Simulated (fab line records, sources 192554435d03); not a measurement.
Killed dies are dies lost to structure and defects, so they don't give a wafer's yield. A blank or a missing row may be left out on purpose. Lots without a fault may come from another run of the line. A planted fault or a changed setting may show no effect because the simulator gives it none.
Which tool did it? | flow n5_finfet | 8 lots, 24 wafers sampled, at 4 steps of a route of 1938

WHAT THE GAUGES READ, wafer by wafer
N5_BEOL_M0_SAQP_INSPECT_16: inspects for defects (brightfield).
lot  | measured    | on                | raw_defect_count
L124 | day 6 07:33 | defect_inspect-02 | 383 450 535
L125 | day 6 13:26 | defect_inspect-02 | 520 591 456
L126 | day 6 21:39 | defect_inspect-01 | 450 403 476
L134 | day 8 15:33 | defect_inspect-01 | 317 362 246
L135 | day 8 18:58 | defect_inspect-01 | 1411 551 1709
L136 | day 9 03:22 | defect_inspect-02 | 443 685 722
L137 | day 9 09:46 | defect_inspect-02 | 1488 466 1516
L138 | day 9 14:02 | defect_inspect-02 | 487 472 409

WHICH TOOL RAN EACH LOT (tool, then ch and the chambers of the sampled wafers, then the start)
lot  | N5_MOL_CONTACT_COAG_CVD_140  | N5_BEOL_M0_SAQP_PECVD_00       | N5_BEOL_M0_SAQP_HM_DEP_111
L124 | cvd_w-02 ch 0,1, day 6 02:28 | pecvd-01 ch 0,1,2, day 6 06:31 | pecvd-01 ch 1,2, day 6 07:03
L125 | cvd_w-02 ch 0,1, day 6 08:28 | pecvd-03 ch 0,1,2, day 6 12:29 | pecvd-03 ch 0,1, day 6 12:56
L126 | cvd_w-02 ch 0,1, day 6 16:16 | pecvd-03 ch 0,1, day 6 20:16   | pecvd-04 ch 1,2, day 6 21:09
L134 | cvd_w-02 ch 0, day 8 10:41   | pecvd-01 ch 1,2, day 8 14:41   | pecvd-03 ch 0,1,2, day 8 15:10
L135 | cvd_w-01 ch 0,1, day 8 12:55 | pecvd-01 ch 1,2, day 8 17:41   | pecvd-01 ch 1,2, day 8 18:28
L136 | cvd_w-02 ch 0, day 8 21:24   | pecvd-04 ch 0,2, day 9 01:31   | pecvd-03 ch 1,2, day 9 02:52
L137 | cvd_w-01 ch 0, day 9 00:37   | pecvd-01 ch 1,2, day 9 04:37   | pecvd-04 ch 1,2, day 9 09:16
L138 | cvd_w-01 ch 0,1, day 9 09:02 | pecvd-04 ch 0,2, day 9 13:04   | pecvd-04 ch 0,1,2, day 9 13:31
- N5_MOL_CONTACT_COAG_CVD_140: deposits W, target thk 66.5 nm, time 215 s.
- N5_BEOL_M0_SAQP_PECVD_00: deposits SiCN from 3MS/NH3, target thk 8 nm, time 14 s.
- N5_BEOL_M0_SAQP_HM_DEP_111: deposits SiO2 from SiH4/N2O, target thk 12 nm, time 7.2 s.

THE ANSWER, worked out from the rows above alone
Rule: what is usual is taken from the lots themselves. Put in order of their means at a reading, lots are off if they are a third of the lots or fewer, leave a main group of 4 or more, and stand apart from it by a gap of 3 or more times the standard deviation of the main group's means; of several such gaps the widest counts. A main group whose means are all the same, to the digits that the tables above print for the reading, isn't used. A lot without any number at a reading at which 4 lots or more have one is off too. The other lots that the step has rows for count as sound.
Off: L135, L137, at N5_BEOL_M0_SAQP_INSPECT_16 (raw_defect_count). The main group: mean 467, standard deviation 93.
A tool fits if, at a process step before that reading, it ran every lot that is off, and no sound lot after the first of them. The gauges at N5_BEOL_M0_SAQP_INSPECT_16 are tried like those tools. One fits: pecvd-01 at N5_BEOL_M0_SAQP_PECVD_00. Its last sound lot is L134 (day 8 14:41), its first lot that is off L135 (day 8 17:41): a fault that began between those two fits.

WHAT THE SIMULATOR HAD PUT IN
Chamber particle source: pecvd-01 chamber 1, from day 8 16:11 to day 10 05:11, at N5_BEOL_M0_SAQP_PECVD_00. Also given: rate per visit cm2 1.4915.
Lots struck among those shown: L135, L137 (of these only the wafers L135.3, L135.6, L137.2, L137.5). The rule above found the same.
